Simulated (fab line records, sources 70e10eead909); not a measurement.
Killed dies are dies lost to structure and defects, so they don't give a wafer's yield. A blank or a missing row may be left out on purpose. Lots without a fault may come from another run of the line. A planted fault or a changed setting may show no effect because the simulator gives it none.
fab line records | flow nand_harc
record lots=22 wafers=66 last_day=24
route steps=1159 shown P_CONTACT@234 P_M0@270
lots that met no fault: from a run of the same line without faults
start_h: hours from the record's first day to the start of the lot's first wafer shown | wait_h: hours since the lot's step before | " the same as in the row above | L1.1+2: a row that stands for several wafers | - no value, or no start given | * or withheld: withheld | < > ~ a bound
route shown NAME@n: a module of which the file shows steps, and the number in the route of the first | usual: mean/standard deviation of fault-free wafers | same: alike in all rows | chamber/n: place in a boat | sites: the reading at each site | _std_site: their standard deviation | _edge_site: outer sites' mean less inner sites' | radius_mm: how far each site lies from the wafer's centre | mask NAME#n: copy n | behind: the tool/chamber that last shaped the wafer | hold: why the lot was held/for how many hours/how that ended | device: the transistor (n, p or np) that didn't switch | end of line: the same wafers' tests at the end of the route | a step without rows: its recipe alone | killed: dies lost to structure and defects at the first sort, not the wafer's yield | map: a wafer's dies, x killed, . not, _ none there
set.NAME: the setting as run; set.NAME@STEP: as run at that earlier step | model.NAME: the simulator's own value behind a step, which no gauge read
steps of the route over a sample of lots; a table a step, a row a wafer
services: from which hour (start_h, from the record's first day; less than 0 if before it) a tool's chamber was out of use, for how many hours, and why
## steps
# step NHARC_P_CONTACT_INSPECT_14
# usual raw_defect_count=3.3/2
# columns lot.wafer tool chamber start_h wait_h raw_defect_count
L074.1 defect_inspect-01 - 109.90 0.0 1
L074.4 " - " " 2
L074.5 " - " " 0
L075.2 defect_inspect-01 - 115.50 0.0 1
L075.3 " - " " 2
L075.4 " - " " 2
L076.1 defect_inspect-01 - 116.51 0.0 2
L076.2 " - " " 6
L076.6 " - " " 4
L077.1 defect_inspect-02 - 127.57 0.0 5
L077.4 " - " " 5
L077.5 " - " " 4
L079.1 defect_inspect-01 - 138.53 0.0 3
L079.2 " - " " 3
L079.5 " - " " 3
L080.2 defect_inspect-02 - 149.02 0.0 6
L080.3 " - " " 7
L080.4 " - " " 5
L082.2 defect_inspect-01 - 156.68 0.0 2
L082.5 " - " " 3
L082.6 " - " " 4
L083.2 defect_inspect-02 - 170.11 0.0 6
L083.3 " - " " 5
L083.4 " - " " 2
L084.1 defect_inspect-02 - 170.62 0.0 9
L084.2 " - " " 6
L084.4 " - " " 7
L085.1 defect_inspect-01 - 184.48 0.0 7
L085.2 " - " " 3
L085.3 " - " " 1
L087.1 defect_inspect-01 - 185.28 0.0 2
L087.4 " - " " 3
L087.6 " - " " 1
L086.1 defect_inspect-02 - 185.93 0.0 1
L086.3 " - " " 1
L086.6 " - " " 1
L088.1 defect_inspect-02 - 193.18 0.0 2
L088.2 " - " " 7
L088.4 " - " " 3
L089.2 defect_inspect-02 - 202.70 0.1 2
L089.3 " - " " 0
L089.5 " - " " 1
L090.1 defect_inspect-01 - 210.14 0.0 5
L090.3 " - " " 3
L090.4 " - " " 4
L091.2 defect_inspect-01 - 210.40 0.0 3
L091.4 " - " " 1
L091.5 " - " " 3
L092.3 defect_inspect-02 - 220.66 0.0 1
L092.5 " - " " 4
L092.6 " - " " 5
L093.2 defect_inspect-02 - 224.45 0.0 4
L093.3 " - " " 3
L093.4 " - " " 3
L094.1 defect_inspect-01 - 224.85 0.0 3
L094.3 " - " " 1
L094.5 " - " " 1
L096.3 defect_inspect-01 - 236.50 0.0 3
L096.4 " - " " 2
L096.6 " - " " 1
L095.2 defect_inspect-01 - 237.29 0.0 3
L095.3 " - " " 3
L095.5 " - " " 1
L097.2 defect_inspect-02 - 242.82 0.0 10
L097.4 " - " " 4
L097.5 " - " " 3
# step NHARC_P_CONTACT_ETCH_36
# recipe target_depth_a=2600 over_etch_frac=0.25 time_s=406.25 ion_energy_ev=200 n2_flow_sccm=150 h2_flow_sccm=150 ar_flow_sccm=0 rf_w=400 bias_w=150 chemistry=N2/H2
# usual chamber_pressure_mTorr=30.00/0.031 drypump_motor_current_A=5.6/0.5 oes_product_au=0.998/0.013 rf_fwd_power_W=399.2/1.3 rf_vpp_V=430.6/2.9 showerhead_plenum_p_Torr=2.05/0.1 throttle_valve_pct=14.171/0.0099
# columns lot.wafer tool chamber start_h wait_h chamber_pressure_mTorr drypump_motor_current_A oes_product_au rf_fwd_power_W rf_hours_counter_h rf_vpp_V showerhead_plenum_p_Torr throttle_valve_pct
L074.4 rie_diel-03 1 - - 29.99 5.5 0.991 399.8 7 430.3 2.02 14.176
L074.1 " 2 " " 30.04 4.9 0.995 399.1 7 433.1 2.14 14.161
L074.5 " 0 " " 29.96 5.6 1.013 398.6 - 429.3 2.02 14.167
L075.4 rie_diel-07 1 - - 29.96 6.1 0.982 399.4 5 427.9 1.90 14.157
L075.2 " 3 " " 29.98 5.6 1.017 398.2 4 434.2 2.16 14.164
L075.3 " 0 " " 29.99 6.2 1.016 401.0 5 427.4 1.92 14.162
L076.1 rie_diel-07 3 - - 29.99 5.6 1.014 399.7 5 435.0 2.16 14.162
L076.2 " 0 " " 30.01 6.2 1.008 399.0 5 426.6 1.92 14.174
L076.6 " 0 " " 30.00 6.2 1.008 398.3 - 426.4 1.92 14.164
L077.4 rie_diel-03 1 - - 30.02 5.5 0.988 400.3 8 430.2 2.02 14.156
L077.1 " 3 " " 30.05 4.8 0.965 400.6 8 434.3 2.20 14.155
L077.5 " 1 " " 29.99 5.5 0.985 397.8 - 430.2 2.02 14.164
L079.1 rie_diel-13 2 - - 30.01 5.3 1.004 400.9 11 432.8 2.09 14.166
L079.2 " 3 " " 29.99 5.4 0.995 400.9 12 430.1 2.00 14.175
L079.5 " 2 " " 29.93 5.2 1.001 403.0 - 431.3 2.09 14.159
L080.3 rie_diel-07 1 - - 29.97 6.2 0.998 399.1 9 426.2 1.89 14.172
L080.4 " 2 " " 30.02 5.8 0.989 398.4 9 430.9 2.03 14.176
L080.2 " 0 " " 30.01 6.2 1.002 402.2 9 428.0 1.92 14.162
L082.2 rie_diel-03 1 - - 30.01 5.5 0.991 398.0 11 430.2 2.02 14.171
L082.6 " 2 " " 29.96 4.9 0.994 397.1 - 432.6 2.14 14.173
L082.5 " 3 " " 30.01 4.8 0.968 398.0 - 434.9 2.20 14.170
L083.2 rie_diel-07 0 - - 30.06 6.2 0.999 400.1 11 426.5 1.92 14.164
L083.3 " 2 " " 29.97 5.8 0.998 399.1 11 429.2 2.02 14.168
L083.4 " 3 " " 29.93 5.6 1.003 399.8 10 434.8 2.16 14.165
L084.1 rie_diel-03 2 - - 29.95 4.9 1.003 400.1 12 431.9 2.14 14.180
L084.2 " 3 " " 29.97 4.9 0.987 397.7 11 435.6 2.20 14.169
L084.4 " 0 " " 29.96 5.6 1.018 398.1 11 429.3 2.02 14.179
L085.3 rie_diel-03 2 - - 30.02 4.9 0.990 397.9 13 432.8 2.14 14.166
L085.1 " 0 " " 30.02 5.6 1.012 401.2 12 428.9 2.02 14.183
L085.2 " 1 " " 29.98 5.5 0.998 399.0 13 429.2 2.02 14.153
L087.1 rie_diel-03 2 - - 29.97 4.9 0.981 401.8 14 432.9 2.13 14.147
L087.4 " 3 " " 30.08 4.8 0.973 400.1 13 435.1 2.20 14.159
L087.6 " 1 " " 30.03 5.5 0.981 400.9 - 429.9 2.02 14.177
L086.3 rie_diel-03 0 - - 29.97 5.6 1.019 399.3 13 430.2 2.02 14.184
L086.1 " 1 " " 29.99 5.5 0.985 399.0 13 429.4 2.02 14.182
L086.6 " 1 " " 30.00 5.5 0.993 399.2 - 429.6 2.02 14.175
L088.4 rie_diel-07 0 - - 30.01 6.2 0.991 400.6 14 427.5 1.92 14.180
L088.2 " 1 " " 29.98 6.1 0.987 401.1 14 425.5 1.89 14.168
L088.1 " 2 " " 30.00 5.8 0.984 399.1 14 431.2 2.02 14.163
L089.3 rie_diel-13 1 - - 29.99 5.5 1.001 398.3 32 432.2 2.09 14.177
L089.2 " 0 " " 30.01 6.6 1.011 400.3 36 435.2 2.21 14.180
L089.5 " 2 " " 29.99 5.2 1.009 396.4 - 431.7 2.08 14.149
L090.3 rie_diel-03 0 - - 29.98 5.6 1.016 400.1 15 429.8 2.02 14.178
L090.1 " 2 " " 29.97 4.9 0.991 398.4 17 432.8 2.13 14.178
L090.4 " 2 " " 30.00 4.9 0.987 400.6 - 432.5 2.13 14.168
L091.4 rie_diel-07 2 - - 29.98 5.8 1.002 398.9 15 430.1 2.02 14.198
L091.2 " 3 " " 30.02 5.6 1.010 399.1 14 433.1 2.16 14.163
L091.5 " 0 " " 30.00 6.2 1.003 401.2 - 427.4 1.92 14.176
L092.3 rie_diel-13 0 - - 30.02 6.7 1.007 398.4 41 434.3 2.20 14.167
L092.6 " 1 " " 30.06 5.5 1.004 398.6 - 430.9 2.08 14.163
L092.5 " 2 " " 30.00 5.2 1.004 397.1 - 430.3 2.08 14.152
L093.3 rie_diel-07 3 - - 30.03 5.6 0.998 399.2 16 433.3 2.16 14.166
L093.4 " 0 " " 30.01 6.2 0.994 398.1 17 427.4 1.92 14.178
L093.2 " 2 " " 30.01 5.8 1.011 398.4 17 429.8 2.02 14.159
L094.3 rie_diel-07 3 - - 30.00 5.6 1.010 397.2 16 432.8 2.16 14.185
L094.1 " 1 " " 30.03 6.1 0.984 398.3 19 426.2 1.89 14.171
L094.5 " 3 " " 29.98 5.6 1.022 398.6 - 432.5 2.16 14.186
L096.4 rie_diel-13 1 - - 30.02 5.5 0.998 400.5 42 431.8 2.08 14.158
L096.3 " 2 " " 30.07 5.2 1.005 398.3 47 432.2 2.07 14.170
L096.6 " 0 " " 29.98 6.7 1.019 398.8 - 434.2 2.20 14.182
L095.2 rie_diel-07 3 - - 30.01 5.6 1.023 397.1 0 433.5 2.16 14.164
L095.3 " 0 " " 29.98 6.2 1.000 398.2 0 427.0 1.92 14.159
L095.5 " 1 " " 30.00 6.1 0.992 398.6 - 426.1 1.89 14.176
L097.4 rie_diel-03 2 - - 29.99 4.9 0.988 399.4 1 433.8 2.13 14.181
L097.2 " 3 " " 29.99 4.9 0.983 399.6 2 435.0 2.20 14.177
L097.5 " 1 " " 30.01 5.5 1.001 397.1 - 429.6 2.02 14.166
# step NHARC_P_CONTACT_ETCH_31
# recipe target_depth_a=300 time_s=85.7 ion_energy_ev=120 over_etch_frac=1 ch3f_flow_sccm=50 o2_flow_sccm=30 ar_flow_sccm=200 rf_w=500 bias_w=100 chemistry=CH3F/O2
# usual chamber_pressure_mTorr=24.998/0.022 drypump_motor_current_A=5.6/0.48 oes_product_au=0.979/0.016 rf_fwd_power_W=496.8/1.9 rf_vpp_V=244.5/1.8 showerhead_plenum_p_Torr=2.47/0.11 throttle_valve_pct=20.663/0.0097
# columns lot.wafer tool chamber start_h wait_h chamber_pressure_mTorr drypump_motor_current_A oes_product_au rf_fwd_power_W rf_hours_counter_h rf_vpp_V showerhead_plenum_p_Torr throttle_valve_pct
L074.1 rie_diel-03 2 - - 24.977 4.9 0.966 496.9 7 245.8 2.57 20.660
L074.4 " 3 " " 25.005 4.9 0.972 496.0 6 246.6 2.64 20.658
L074.5 " 2 " " 24.965 4.9 0.950 497.1 - 246.6 2.57 20.662
L075.4 rie_diel-07 1 - - 24.987 6.2 0.971 499.0 5 241.5 2.29 20.653
L075.2 " 3 " " 25.024 5.6 0.995 493.1 5 246.4 2.60 20.673
L075.3 " 0 " " 25.025 6.2 0.985 497.0 5 242.2 2.33 20.651
L076.1 rie_diel-07 1 - - 24.990 6.1 0.986 497.5 6 242.5 2.29 20.655
L076.2 " 2 " " 24.986 5.8 0.990 496.8 5 243.1 2.44 20.673
L076.6 " 3 " " 24.982 5.6 1.009 497.8 - 246.8 2.60 20.666
L077.1 rie_diel-03 1 - - 24.980 5.5 0.947 496.9 9 243.7 2.44 20.678
L077.4 " 2 " " 24.997 4.9 0.965 497.3 9 246.0 2.57 20.670
L077.5 " 0 " " 24.962 5.6 0.984 497.8 - 244.6 2.44 20.667
L079.2 rie_diel-13 3 - - 24.948 5.5 0.980 495.5 14 244.5 2.42 20.677
L079.1 " 0 " " 25.000 6.6 1.006 496.5 16 246.8 2.65 20.662
L079.5 " 3 " " 24.988 5.4 0.975 497.7 - 242.6 2.42 20.655
L080.3 rie_diel-07 3 - - 25.028 5.6 0.985 496.1 8 246.5 2.59 20.650
L080.2 " 0 " " 25.020 6.2 0.984 501.6 9 242.5 2.33 20.670
L080.4 " 1 " " 25.005 6.2 0.967 499.6 10 243.2 2.29 20.667
L082.2 rie_diel-03 3 - - 25.007 4.8 0.956 497.4 10 247.1 2.64 20.667
L082.6 " 2 " " 25.005 4.9 0.979 495.8 - 245.6 2.57 20.666
L082.5 " 3 " " 25.007 4.8 0.965 497.8 - 246.3 2.64 20.654
L083.3 rie_diel-07 3 - - 25.016 5.6 0.996 492.7 11 245.2 2.59 20.659
L083.4 " 0 " " 25.039 6.2 0.990 498.3 11 240.9 2.32 20.668
L083.2 " 1 " " 24.969 6.1 0.978 498.5 12 241.3 2.29 20.678
L084.1 rie_diel-03 0 - - 24.994 5.6 0.965 493.6 12 242.3 2.44 20.683
L084.2 " 1 " " 24.997 5.4 0.945 497.5 12 245.3 2.43 20.659
L084.4 " 2 " " 25.019 4.9 0.958 493.6 12 245.8 2.57 20.656
L085.3 rie_diel-03 1 - - 25.026 5.5 0.973 495.5 13 244.5 2.43 20.657
L085.1 " 3 " " 24.956 4.9 0.965 499.5 13 246.5 2.64 20.662
L085.2 " 0 " " 24.985 5.6 0.992 497.7 12 246.3 2.44 20.674
L087.1 rie_diel-03 0 - - 25.034 5.6 1.016 495.9 13 243.5 2.43 20.652
L087.4 " 1 " " 24.961 5.5 0.991 495.5 13 246.0 2.43 20.646
L087.6 " 3 " " 25.015 4.9 0.960 498.6 - 246.9 2.64 20.665
L086.1 rie_diel-03 3 - - 25.011 4.8 0.959 501.1 13 246.8 2.64 20.670
L086.3 " 0 " " 25.021 5.6 1.006 496.9 13 243.6 2.44 20.663
L086.6 " 2 " " 25.020 4.9 0.993 495.8 - 244.0 2.57 20.638
L088.1 rie_diel-07 0 - - 24.983 6.2 0.989 495.3 14 242.3 2.32 20.668
L088.2 " 1 " " 24.936 6.1 0.977 497.2 15 243.3 2.29 20.659
L088.4 " 2 " " 24.991 5.8 0.967 494.5 14 243.3 2.44 20.672
L089.3 rie_diel-13 0 - - 25.000 6.6 0.995 496.7 37 245.7 2.65 20.668
L089.2 " 1 " " 25.022 5.5 0.985 496.0 33 245.6 2.51 20.671
L089.5 " 0 " " 25.024 6.7 0.998 495.0 - 247.5 2.65 20.652
L090.1 rie_diel-03 0 - - 25.017 5.6 0.985 498.2 16 243.3 2.43 20.664
L090.3 " 3 " " 25.000 4.9 0.969 495.8 15 246.3 2.64 20.659
L090.4 " 3 " " 25.008 4.8 0.967 496.3 - 245.5 2.64 20.668
L091.2 rie_diel-07 1 - - 25.016 6.1 0.953 494.9 16 242.1 2.29 20.660
L091.4 " 2 " " 25.018 5.8 0.969 493.8 15 244.7 2.44 20.682
L091.5 " 0 " " 24.999 6.2 0.967 502.0 - 243.6 2.32 20.627
L092.3 rie_diel-13 2 - - 24.996 5.2 0.980 497.0 44 244.2 2.50 20.657
L092.6 " 2 " " 25.018 5.2 0.988 498.3 - 245.0 2.50 20.665
L092.5 " 3 " " 24.994 5.5 0.978 498.3 - 244.4 2.41 20.677
L093.4 rie_diel-07 1 - - 25.002 6.2 0.977 495.4 19 240.3 2.29 20.663
L093.3 " 3 " " 24.987 5.6 0.995 495.7 16 244.2 2.59 20.665
L093.2 " 0 " " 25.015 6.2 0.992 500.1 17 241.7 2.32 20.642
L094.3 rie_diel-07 0 - - 25.019 6.2 0.995 497.7 18 240.9 2.32 20.679
L094.1 " 1 " " 25.001 6.2 0.982 497.3 19 240.2 2.29 20.659
L094.5 " 1 " " 25.031 6.1 0.973 497.3 - 242.2 2.29 20.661
L096.3 rie_diel-13 2 - - 24.991 5.2 0.985 497.9 48 245.5 2.50 20.658
L096.4 " 3 " " 24.981 5.5 0.970 496.8 43 244.8 2.41 20.679
L096.6 " 2 " " 25.006 5.2 0.968 498.1 - 246.0 2.50 20.669
L095.2 rie_diel-07 2 - - 25.033 5.8 0.995 495.2 0 245.7 2.44 20.673
L095.3 " 0 " " 25.034 6.2 0.970 498.8 0 243.2 2.32 20.674
L095.5 " 2 " " 24.974 5.8 0.986 495.2 - 243.4 2.44 20.667
L097.4 rie_diel-03 3 - - 25.019 4.8 0.981 498.6 2 247.1 2.64 20.657
L097.2 " 1 " " 25.015 5.5 0.982 495.4 1 244.0 2.43 20.664
L097.5 " 2 " " 25.013 4.9 0.967 496.6 - 245.3 2.56 20.664
# step NHARC_P_M0_STRIP_18
# recipe power_w=1000 n2_flow_sccm=150 h2_flow_sccm=150 ar_flow_sccm=0 bias_w=0 chemistry=N2/H2
# usual chamber_pressure_mTorr=30.00/0.03 drypump_motor_current_A=5.5/0.37 oes_product_au=0.998/0.014 rf_fwd_power_W=997/3.2 rf_vpp_V=90.8/0.87 showerhead_plenum_p_Torr=2.04/0.069 throttle_valve_pct=14.172/0.0094
# columns lot.wafer tool chamber start_h wait_h chamber_pressure_mTorr drypump_motor_current_A oes_product_au rf_fwd_power_W rf_hours_counter_h rf_vpp_V showerhead_plenum_p_Torr throttle_valve_pct
L074.1 rie_diel-10 1 114.84 0.1 30.05 5.4 0.990 998 6.6 90.4 2.01 14.181
L074.4 " 3 " " 30.02 5.3 0.997 997 6.5 91.0 1.98 14.173
L074.5 " 2 " " 30.00 4.9 0.999 1001 - 92.6 2.21 14.169
L075.4 rie_diel-04 3 124.67 0.1 30.06 5.8 0.980 1005 0.1 91.1 2.08 14.169
L075.2 " 1 " " 30.02 6.1 0.981 1001 0.1 90.5 2.03 14.166
L075.3 " 2 " " 29.97 5.2 0.984 998 0.1 90.9 2.00 14.186
L076.1 rie_diel-12 3 125.12 0.1 30.05 5.6 0.984 997 4.4 89.0 1.98 14.178
L076.2 " 1 " " 30.00 6.2 1.029 1003 4.0 90.7 2.05 14.174
L076.6 " 0 " " 30.04 5.1 1.009 1003 - 90.8 2.18 14.182
L077.1 rie_diel-10 3 132.71 0.1 30.01 5.3 1.003 998 7.4 91.1 1.98 14.170
L077.4 " 2 " " 30.01 4.9 0.982 993 8.4 92.4 2.21 14.179
L077.5 " 0 " " 29.94 5.6 0.990 997 - 90.8 2.04 14.179
L079.2 rie_diel-12 0 150.81 0.1 30.05 5.1 1.008 1001 9.1 91.0 2.18 14.171
L079.1 " 2 " " 30.03 5.1 0.993 1004 7.5 92.3 1.98 14.184
L079.5 " 1 " " 29.92 6.2 1.023 998 - 92.4 2.05 14.171
L080.3 rie_diel-04 2 153.92 0.1 29.98 5.2 0.990 998 2.0 90.8 2.00 14.157
L080.4 " 3 " " 30.02 5.8 0.988 991 2.1 90.3 2.08 14.171
L080.2 " 0 " " 30.02 5.6 1.002 999 2.4 91.9 2.03 14.179
L082.2 rie_diel-04 1 163.22 0.1 29.98 6.1 0.985 999 2.9 90.3 2.03 14.178
L082.5 " 0 " " 30.04 5.6 1.006 999 - 91.0 2.03 14.172
L082.6 " 1 " " 30.11 6.2 0.992 999 - 90.2 2.03 14.157
L083.2 rie_diel-04 3 174.98 0.1 29.99 5.8 0.984 994 3.3 90.6 2.08 14.178
L083.4 " 0 " " 29.99 5.6 1.011 995 3.8 90.6 2.03 14.168
L083.3 " 2 " " 30.02 5.3 0.990 994 2.9 90.8 2.00 14.168
L084.2 rie_diel-10 0 175.50 0.1 30.00 5.5 1.002 997 8.8 91.5 2.04 14.167
L084.4 " 1 " " 30.03 5.4 0.982 994 10.3 89.8 2.01 14.160
L084.1 " 3 " " 30.00 5.3 1.000 998 9.8 91.7 1.98 14.174
L085.2 rie_diel-12 2 189.08 0.1 30.00 5.1 0.995 991 8.7 91.1 1.98 14.156
L085.1 " 3 " " 29.95 5.6 0.987 999 9.2 90.3 1.98 14.177
L085.3 " 0 " " 30.01 5.1 1.030 1003 10.2 90.9 2.18 14.179
L087.4 rie_diel-12 2 190.17 0.1 30.01 5.1 0.994 997 8.7 89.4 1.98 14.170
L087.1 " 0 " " 29.96 5.1 1.034 995 10.3 92.3 2.18 14.171
L087.6 " 3 " " 29.96 5.6 1.005 999 - 89.5 1.98 14.170
L086.1 rie_diel-04 3 190.61 0.1 29.98 5.8 0.983 997 4.6 90.3 2.08 14.158
L086.3 " 2 " " 29.95 5.2 0.972 996 4.0 89.9 2.00 14.162
L086.6 " 0 " " 30.04 5.6 0.992 995 - 91.5 2.03 14.179
L088.2 rie_diel-10 2 199.60 0.1 30.01 4.9 0.977 999 1.3 90.8 2.21 14.174
L088.1 " 3 " " 29.97 5.3 1.004 999 1.5 90.7 1.98 14.174
L088.4 " 1 " " 29.96 5.4 0.993 1000 1.8 90.4 2.01 14.175
L089.2 rie_diel-04 1 213.40 0.1 30.00 6.1 0.983 997 5.6 89.8 2.03 14.160
L089.3 " 2 " " 30.03 5.2 0.978 993 5.3 91.6 2.00 14.162
L089.5 " 0 " " 30.01 5.6 0.998 996 - 91.4 2.03 14.166
L090.1 rie_diel-12 1 215.59 0.1 29.98 6.2 1.019 992 1.0 90.4 2.05 14.184
L090.4 " 2 " " 29.99 5.1 1.008 997 0.8 91.7 1.98 14.160
L090.3 " 3 " " 29.96 5.6 0.990 993 0.6 90.6 1.98 14.174
L091.2 rie_diel-04 0 215.83 0.1 30.00 5.6 1.006 994 6.9 90.6 2.03 14.186
L091.5 " 2 " " 30.00 5.2 0.997 1001 - 90.4 2.00 14.189
L091.4 " 1 " " 30.01 6.1 0.997 995 - 91.1 2.03 14.182
L092.3 rie_diel-04 3 225.53 0.1 29.98 5.8 0.979 991 6.3 91.0 2.08 14.174
L092.5 " 1 " " 29.97 6.1 0.980 996 - 91.3 2.03 14.168
L092.6 " 2 " " 29.98 5.2 0.989 996 - 90.3 2.00 14.181
L093.2 rie_diel-12 0 233.75 0.1 29.97 5.1 1.024 999 2.2 90.9 2.18 14.185
L093.4 " 2 " " 30.02 5.1 0.998 998 2.0 89.1 1.98 14.170
L093.3 " 3 " " 30.04 5.6 0.999 996 2.0 91.1 1.98 14.178
L094.1 rie_diel-12 2 234.30 0.1 29.98 5.1 1.015 992 2.0 90.0 1.98 14.162
L094.3 " 1 " " 30.02 6.2 1.018 998 2.2 90.3 2.05 14.158
L094.5 " 2 " " 30.01 5.1 1.015 999 - 90.7 1.98 14.176
L096.3 rie_diel-10 0 242.36 0.1 30.01 5.6 0.998 992 4.9 90.2 2.03 14.172
L096.4 " 3 " " 29.96 5.3 1.013 1001 3.9 90.8 1.98 14.161
L096.6 " 1 " " 30.05 5.4 1.003 991 - 90.9 2.01 14.157
L095.2 rie_diel-10 2 242.91 0.1 29.99 4.9 0.980 996 3.8 91.9 2.21 14.181
L095.3 " 0 " " 29.95 5.6 1.000 998 5.0 91.0 2.03 14.187
L095.5 " 3 " " 29.98 5.3 1.009 999 - 88.7 1.98 14.162
L097.2 rie_diel-10 1 247.58 0.1 30.01 5.4 0.992 997 5.5 90.9 2.01 14.177
L097.4 " 3 " " 29.98 5.3 1.019 998 4.5 90.4 1.98 14.186
L097.5 " 0 " " 30.04 5.6 0.995 996 - 89.7 2.03 14.192
# step NHARC_P_M0_PRE_CLEAN_29
# recipe time_s=30 temp_c=280 gas=H2/He
# usual heater_power_w=420/28
# columns lot.wafer tool chamber start_h wait_h heater_power_w
L074.1 pvd_sputter-01 - - - 438
L074.4 " - " " 410
L074.5 " - " " 460
L075.4 pvd_sputter-01 - - - 400
L075.3 " - " " 464
L075.2 " - " " 415
L076.1 pvd_sputter-02 - - - 410
L076.2 " - " " 443
L076.6 " - " " 369
L077.1 pvd_sputter-01 - - - 469
L077.4 " - " " 413
L077.5 " - " " 417
L079.2 pvd_sputter-02 - - - 411
L079.1 " - " " 455
L079.5 " - " " 405
L080.2 pvd_sputter-01 - - - 393
L080.3 " - " " 468
L080.4 " - " " 446
L082.2 pvd_sputter-03 - - - 430
L082.6 " - " " 428
L082.5 " - " " 375
L083.3 pvd_sputter-03 - - - 433
L083.4 " - " " 368
L083.2 " - " " 433
L084.4 pvd_sputter-01 - - - 444
L084.2 " - " " 458
L084.1 " - " " 423
L085.2 pvd_sputter-02 - - - 407
L085.1 " - " " 371
L085.3 " - " " 445
L087.1 pvd_sputter-02 - - - 447
L087.4 " - " " 364
L087.6 " - " " 421
L086.1 pvd_sputter-03 - - - 439
L086.3 " - " " 400
L086.6 " - " " 365
L088.4 pvd_sputter-02 - - - 367
L088.1 " - " " 431
L088.2 " - " " 456
L089.2 pvd_sputter-02 - - - 369
L089.3 " - " " 439
L089.5 " - " " 420
L090.3 pvd_sputter-01 - - - 432
L090.4 " - " " 445
L090.1 " - " " 414
L091.2 pvd_sputter-01 - - - 441
L091.4 " - " " 433
L091.5 " - " " 414
L092.3 pvd_sputter-01 - - - 456
L092.6 " - " " 444
L092.5 " - " " 446
L093.3 pvd_sputter-01 - - - 451
L093.4 " - " " 415
L093.2 " - " " 438
L094.1 pvd_sputter-01 - - - 416
L094.3 " - " " 453
L094.5 " - " " 429
L096.3 pvd_sputter-01 - - - 449
L096.4 " - " " 443
L096.6 " - " " 456
L095.3 pvd_sputter-02 - - - 390
L095.2 " - " " 460
L095.5 " - " " 422
L097.4 pvd_sputter-03 - - - 377
L097.2 " - " " 439
L097.5 " - " " 438
# step NHARC_P_M0_CMP_23
# recipe t_overpolish_s=20 target_thk_nm=117.53
# usual motor_current_A=11.4/1.5 slurry_filter_dp_kPa=13.50/0.14 time_to_endpoint_s=27/3.1
# columns lot.wafer tool chamber start_h wait_h motor_current_A slurry_filter_dp_kPa time_to_endpoint_s
L074.4 cmp-03 3 116.68 - 12.4 13.42 22
L074.1 " 0 " " 13.4 13.36 21
L074.5 " 2 " " 11.3 13.55 24
L075.2 cmp-01 2 126.37 - 12.8 13.24 30
L075.3 " 3 " " 9.5 13.40 26
L075.4 " 0 " " 9.7 13.55 27
L076.2 cmp-03 0 126.78 - 13.2 13.50 22
L076.1 " 2 " " 11.5 13.59 24
L076.6 " 0 " " 12.4 13.52 21
L077.1 cmp-01 3 134.67 - 9.2 13.34 29
L077.4 " 2 " " 12.6 13.44 31
L077.5 " 3 " " 9.3 13.69 28
L079.1 cmp-03 1 152.48 - 11.6 13.66 28
L079.2 " 2 " " 11.3 13.46 30
L079.5 " 1 " " 12.4 13.56 26
L080.2 cmp-04 2 155.55 - 11.8 13.53 27
L080.4 " 3 " " 9.7 13.42 28
L080.3 " 1 " " 9.7 13.65 28
L082.2 cmp-01 2 164.95 - 13.1 13.47 28
L082.5 " 3 " " 9.2 13.40 24
L082.6 " 0 " " 10.0 13.43 25
L083.2 cmp-04 3 176.64 - 10.2 13.39 28
L083.3 " 0 " " 12.0 13.39 30
L083.4 " 1 " " 11.0 13.61 28
L084.4 cmp-01 3 177.13 - 9.4 13.63 27
L084.2 " 0 " " 10.3 13.32 27
L084.1 " 1 " " 13.9 13.45 25
L085.2 cmp-03 1 190.70 - 12.0 13.59 20
L085.1 " 2 " " 11.6 13.36 25
L085.3 " 0 " " 13.0 13.44 25
L087.1 cmp-01 2 191.81 - 13.4 13.57 32
L087.4 " 0 " " 10.4 13.65 28
L087.6 " 3 " " 9.4 13.47 31
L086.1 cmp-03 1 192.29 - 12.7 13.41 23
L086.3 " 2 " " 12.0 13.28 29
L086.6 " 2 " " 12.3 13.54 27
L088.2 cmp-01 2 201.23 - 12.6 13.33 29
L088.4 " 3 " " 9.7 13.19 29
L088.1 " 1 " " 14.0 13.71 29
L089.2 cmp-04 2 215.07 - 11.2 13.41 28
L089.3 " 1 " " 10.7 13.45 26
L089.5 " 3 " " 9.9 13.43 25
L090.3 cmp-04 0 217.73 - 11.7 13.60 27
L090.1 " 1 " " 10.4 13.54 25
L090.4 " 3 " " 9.6 13.53 25
L091.2 cmp-03 1 217.92 - 12.6 13.40 26
L091.4 " 3 " " 12.5 13.55 28
L091.5 " 1 " " 11.8 13.40 24
L092.3 cmp-03 2 227.72 - 11.6 13.57 25
L092.6 " 2 " " 11.1 13.27 25
L092.5 " 3 " " 12.1 13.53 26
L093.3 cmp-01 2 235.38 - 12.6 13.72 31
L093.4 " 3 " " 9.6 13.57 29
L093.2 " 1 " " 13.5 13.79 30
L094.3 cmp-01 0 235.95 - 10.1 13.60 30
L094.1 " 2 " " 12.8 13.54 34
L094.5 " 3 " " 9.4 13.31 29
L096.3 cmp-01 2 243.98 - 12.6 13.51 36
L096.4 " 0 " " 10.1 13.65 30
L096.6 " 2 " " 12.7 13.34 34
L095.3 cmp-04 3 244.68 - 10.0 13.47 30
L095.2 " 1 " " 10.9 13.79 28
L095.5 " 3 " " 10.5 13.23 29
L097.4 cmp-01 0 249.19 - 10.4 13.72 28
L097.2 " 2 " " 12.2 13.43 34
L097.5 " 0 " " 10.0 13.66 29
## services
# columns tool chamber start_h hours kind
rie_diel-13 - 99.27 9.0 pm
cmp-01 - 102.77 20.4 repair
rie_diel-04 - 102.83 0.3 repair
cmp-03 - 105.03 3.6 repair
rie_diel-04 - 111.90 9.0 pm
rie_diel-07 2 126.09 3.7 repair
rie_diel-10 - 127.63 2.0 repair
rie_diel-13 1 136.67 2.8 repair
rie_diel-04 - 140.09 2.1 repair
rie_diel-13 3 143.82 13.9 repair
pvd_sputter-01 - 158.17 10.0 pm
cmp-01 - 159.67 0.3 repair
rie_diel-03 0 175.42 5.3 repair
cmp-01 - 179.53 4.0 pm
rie_diel-07 - 187.58 0.8 repair
rie_diel-07 3 197.18 6.0 repair
cmp-01 - 202.59 3.6 repair
rie_diel-03 1 204.63 11.4 repair
rie_diel-13 0 209.33 2.1 repair
rie_diel-04 3 212.54 5.6 repair
rie_diel-03 - 215.38 9.0 pm
rie_diel-03 - 226.20 0.3 repair
rie_diel-07 - 228.20 9.0 pm
rie_diel-04 - 238.44 8.1 repair
## key
fault none
